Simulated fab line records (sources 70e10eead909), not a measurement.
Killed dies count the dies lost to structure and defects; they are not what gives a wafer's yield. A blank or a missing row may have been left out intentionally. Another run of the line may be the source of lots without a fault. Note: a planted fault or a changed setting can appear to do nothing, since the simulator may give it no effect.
The tool behind it: which one? ; flow nandHarc ; 36 wafers from 12 lots sampled at 5 of the route's 1302 steps

## WHAT THE GAUGES READ, wafer by wafer
NHARC_A_CONTACT_CD_MEAS_15. Usual: cdNm reads 189.9 nm (standard deviation 0.6).
lot;measured;on;cdNm (nm);flag
L261;day 23 01:34;cdSem-02;189.1 189.4 188.7;
L259;day 23 02:49;cdSem-03;191.2 190.3 191.1;
L260;day 23 06:20;cdSem-03;189.5 189.7 189.4;
L263;day 24 14:59;cdSem-03;189.3 190.8 189.7;
L264;day 24 17:39;cdSem-02;191.1 190.9 191.0;
L266;day 26 11:02;cdSem-03;190.3 189.4 189.7;
L267;day 26 17:10;cdSem-03;189.6 189.8 190.1;
L274;day 28 18:23;cdSem-02;190.2 190.5 190.5;
L273;day 28 20:11;cdSem-01;190.2 190.3 189.6;
L276;day 29 15:36;cdSem-01;189.9 190.1 190.0;
L277;day 30 07:58;cdSem-03;190.5 189.4 189.8;
L278;day 31 09:21;cdSem-02;190.1 191.6 191.2;

NHARC_END_SORT_01. Usual: killedAtArray 64, standard deviation 18; killedAtOther 0.8, standard deviation 1.1; killedAtPeriphery 3.8, standard deviation 2.7; killedDies 68, standard deviation 18; killedOpen 3.3, standard deviation 1.9; killedShort 2.3, standard deviation 1.8.
lot;measured;on;killedAtArray;killedAtOther;killedAtPeriphery;killedDies;killedOpen;killedShort;flag
L261;day 25 03:17;prober-01;79 73 70;0 0 0;5 1 4;84 74 74;7 2 1;2 1 2;
L259;day 25 00:53;prober-02;51 58 80;1 0 1;5 7 4;57 65 85;2 7 0;3 1 4;
L264;day 26 16:34;prober-02;56 65 59;0 2 0;3 2 2;59 69 61;4 1 2;3 2 0;
L267;day 28 17:43;prober-02;71 82 72;0 1 1;1 0 5;72 83 78;3 3 4;1 3 2;
L274;day 30 18:55;prober-01;52 56 48;1 0 1;4 7 9;57 63 58;3 7 6;2 1 3;
L273;day 30 19:38;prober-02;61 44 47;1 0 1;2 2 1;64 46 49;2 5 3;3 1 4;
L277;day 32 09:04;prober-01;67 76 62;1 2 0;1 3 3;69 81 65;6 4 3;2 6 0;

## WHAT TOOL EACH LOT RAN ON (gives the tool, then ch and the chambers of the sampled wafers, and finally the start)
lot;NHARC_A_CONTACT_ETCH_89;NHARC_A_CONTACT_ETCH_31;NHARC_A_CONTACT_ETCH_134
L261;rieDiel-08 ch 0,2,3, day 22 22:13;rieDiel-08 ch 0,2,3, day 22 23:18 or earlier;harCapEtch-03 ch 0,1, day 22 23:18
L259;rieDiel-08 ch 0,2,3, day 22 23:01;rieDiel-08 ch 2,3, day 23 00:09 or earlier;harCapEtch-02 ch 0,1, day 23 00:09
L260;rieDiel-08 ch 0,3, day 23 02:52;rieDiel-08 ch 0,2, day 23 04:09 or earlier;harCapEtch-03 ch 0,1, day 23 04:09
L263;rieDiel-08 ch 0,2, day 24 11:49;rieDiel-08 ch 0,2,3, day 24 12:54 or earlier;harCapEtch-03 ch 0,1, day 24 12:54
L264;rieDiel-08 ch 0,2, day 24 14:29;rieDiel-08 ch 2,3, day 24 15:36 or earlier;harCapEtch-02 ch 0,1, day 24 15:36
L266;rieDiel-08 ch 1,3, day 26 08:00;rieDiel-08 ch 0,2,3, day 26 09:00 or earlier;harCapEtch-02 ch 0,1, day 26 09:00
L267;rieDiel-02 ch 0,1,2, day 26 13:13;rieDiel-02 ch 0,2,3, day 26 14:56 or earlier;harCapEtch-01 ch 0,1, day 26 14:56
L274;rieDiel-03 ch 0,2,3, day 28 15:23;rieDiel-03 ch 2,3, day 28 16:23 or earlier;harCapEtch-01 ch 0,1, day 28 16:23
L273;rieDiel-03 ch 2,3, day 28 17:10;rieDiel-03 ch 0,3, day 28 18:10 or earlier;harCapEtch-03 ch 0,1, day 28 18:10
L276;rieDiel-02 ch 0,2,3, day 29 12:35;rieDiel-02 ch 0,2,3, day 29 13:32 or earlier;harCapEtch-01 ch 0,1, day 29 13:32
L277;rieDiel-02 ch 1,3, day 30 04:58;rieDiel-02 ch 0,2, day 30 05:56 or earlier;harCapEtch-02 ch 0,1, day 30 05:56
L278;rieDiel-02 ch 1,2, day 31 06:10;rieDiel-02 ch 0,2, day 31 07:18 or earlier;harCapEtch-02 ch 0,1, day 31 07:18
- NHARC_A_CONTACT_ETCH_89: etches the open film in N2/H2, target depth 260 nm, time 475.3 s.
- NHARC_A_CONTACT_ETCH_31: etches the open film in O2/COS, target depth 2800 nm, time 728 s.
- NHARC_A_CONTACT_ETCH_134: etches the open film in C4F8/O2/Ar, time 140 s, target depth 700 nm.

## AS READ BY THE TOOLS THEMSELVES (means over the sampled wafers that have a number; for cases with no such wafer, the mark the record gives instead)
NHARC_A_CONTACT_ETCH_89. Usual: biasW 149.9 W, standard deviation 0.48; drypumpMotorCurrentA 5.8 A, standard deviation 0.35; n2FlowSccm 150.1 sccm, standard deviation 0.43; oesProductAu 0.998 a.u., standard deviation 0.011; rfFwdPowerW 399.3 W, standard deviation 1.2; rfVppV 429.3 V, standard deviation 1.7; showerheadPlenumPTorr 1.99 Torr, standard deviation 0.055; throttleValvePct 14.170 %, standard deviation 0.0089.
lot;tool;biasW (W);drypumpMotorCurrentA (A);n2FlowSccm (sccm);oesProductAu (a.u.);rfFwdPowerW (W);rfVppV (V);showerheadPlenumPTorr (Torr);throttleValvePct (%);flag
L261;rieDiel-08;150.5;6.0;150.2;1.009;398.4;428.3;1.98;14.183;
L259;rieDiel-08;149.4;6.0;150.0;0.997;398.7;429.4;1.98;14.168;
L260;rieDiel-08;149.9;6.0;150.1;1.021;399.9;429.0;1.97;14.171;
L263;rieDiel-08;150.3;5.9;149.8;0.987;398.9;429.0;1.99;14.173;
L264;rieDiel-08;150.3;5.9;150.3;0.999;398.5;429.5;1.99;14.172;
L266;rieDiel-08;149.6;6.0;150.1;1.006;398.7;429.1;1.97;14.167;
L267;rieDiel-02;149.5;5.4;150.0;0.992;398.4;431.2;2.07;14.179;
L274;rieDiel-03;149.6;5.6;150.1;0.995;399.7;430.7;2.00;14.172;
L273;rieDiel-03;149.9;5.2;150.2;0.986;399.5;429.4;1.99;14.174;
L276;rieDiel-02;150.4;5.2;149.7;0.997;401.0;428.6;1.99;14.159;
L277;rieDiel-02;150.1;5.9;150.2;0.993;399.1;431.2;2.09;14.175;
L278;rieDiel-02;149.8;5.8;149.6;1.001;398.8;432.2;2.10;14.169;

NHARC_A_CONTACT_ETCH_31. Usual: biasW 300.0 W, standard deviation 1; drypumpMotorCurrentA 5.8 A, standard deviation 0.36; o2FlowSccm 399.9 sccm, standard deviation 1.2; oesProductAu 0.998 a.u., standard deviation 0.01; rfFwdPowerW 499.3 W, standard deviation 1.7; rfVppV 313.2 V, standard deviation 1.3; showerheadPlenumPTorr 3.06 Torr, standard deviation 0.075; throttleValvePct 28.331 %, standard deviation 0.0093.
lot;tool;biasW (W);drypumpMotorCurrentA (A);o2FlowSccm (sccm);oesProductAu (a.u.);rfFwdPowerW (W);rfVppV (V);showerheadPlenumPTorr (Torr);throttleValvePct (%);flag
L261;rieDiel-08;298.8;6.0;401.0;1.012;500.2;313.3;3.04;28.329;
L259;rieDiel-08;298.8;6.1;400.7;0.996;497.8;313.3;3.04;28.330;
L260;rieDiel-08;300.1;5.9;399.3;1.008;500.1;313.7;3.05;28.331;
L263;rieDiel-08;300.0;6.0;400.4;1.001;498.6;313.0;3.03;28.333;
L264;rieDiel-08;300.1;6.1;398.4;0.997;499.9;311.5;3.03;28.335;
L266;rieDiel-08;299.7;6.0;400.8;0.997;501.5;312.8;3.03;28.333;
L267;rieDiel-02;300.4;5.1;399.7;0.997;498.2;313.3;3.06;28.327;
L274;rieDiel-03;298.2;5.2;399.6;0.983;499.2;313.6;3.05;28.333;
L273;rieDiel-03;301.3;5.8;399.5;0.986;499.3;313.2;3.08;28.333;
L276;rieDiel-02;300.4;5.1;399.8;1.006;501.6;312.7;3.05;28.329;
L277;rieDiel-02;299.5;5.1;401.0;1.007;499.1;313.4;3.07;28.331;
L278;rieDiel-02;300.7;5.1;400.6;0.997;499.5;313.6;3.09;28.332;

## THE ANSWER, worked out from the rows above alone
Rule: a lot is off if the mean of its wafers that have a number lies more than 3 standard deviations from the usual mean. Also off: a lot with no number at a reading for which 4 or more lots have one. All remaining lots with rows at the step are treated as sound. The gauges are gone through in route order, then the tools' own readings, and for those a lot's mean is taken as printed above. The first step at which some lot is off is used, and at that step the reading that is off furthest; a lot without a number counts as furthest.
Across all readings shown, no lot is off: no conclusion can be drawn from this.

## WHAT THE SIMULATOR HAD INSERTED
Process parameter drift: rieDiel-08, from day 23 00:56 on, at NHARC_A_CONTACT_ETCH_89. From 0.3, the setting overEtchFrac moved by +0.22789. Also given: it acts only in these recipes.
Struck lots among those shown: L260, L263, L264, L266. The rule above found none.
